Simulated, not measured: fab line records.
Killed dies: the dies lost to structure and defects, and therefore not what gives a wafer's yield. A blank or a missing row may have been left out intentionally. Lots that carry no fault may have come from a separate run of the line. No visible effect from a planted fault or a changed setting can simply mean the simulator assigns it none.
2 desks, one fault    flow nandHarc    each desk holds nothing but its own numbers, with what lay behind them at the end

== FOR THE TOOL OWNER'S DESK: cmp-02 ==
The tool's own readings at NHARC_A_M0_CMP_23 (polishes, t overpolish 20 s, target thk 113.75 nm): means of the sampled wafers that have a number, for each lot that ran on this tool. Marked OUT: a lot whose mean sits more than 4 standard deviations from the usual mean, which makes it out of limits; the brackets give that distance.
Columns: A = motorCurrentA at NHARC_A_M0_CMP_23, usual 12.2 A; B = padLifeWafers at NHARC_A_M0_CMP_23, usual 204; C = slurryFlowMlMin at NHARC_A_M0_CMP_23, usual 150.0; D = timeToEndpointS at NHARC_A_M0_CMP_23, usual 27.4 s
lot   first seen here  A     B    C      D
L558  day 23 20:00     12.0  97   149.8  31.3
L567  day 28 06:59     12.0  133  149.6  22.8
Finding of this desk: none of the 2 lots has anything out of limits.

== THE DEFECT DESK ==
Per lot, the means of the sampled wafers with a number show what the inspections along the route counted. Marked OUT: a lot whose mean sits more than 4 standard deviations from the usual mean, which makes it out of limits; the brackets give that distance.
Columns: A = rawDefectCount at NHARC_A_M0_INSPECT_11, usual 80
lot   first seen here  A
L555  day 22 21:43     110
L556  day 23 03:46     115
L557  day 23 04:48     63
L558  day 23 17:40     60
L560  day 24 11:02     105
L561  day 25 03:52     112
L562  day 25 21:13     31
L567  day 28 04:50     82
L571  day 29 08:32     79
L575  day 30 12:29     120
L576  day 31 06:17     85
L578  day 33 00:52     50
Finding of this desk: none of the 12 lots has anything out of limits.

== PUT TOGETHER ==
The tool owner's desk saw nothing out of limits.
The defect desk saw nothing out of limits.

== WHAT WAS PUT IN BY THE SIMULATOR ==
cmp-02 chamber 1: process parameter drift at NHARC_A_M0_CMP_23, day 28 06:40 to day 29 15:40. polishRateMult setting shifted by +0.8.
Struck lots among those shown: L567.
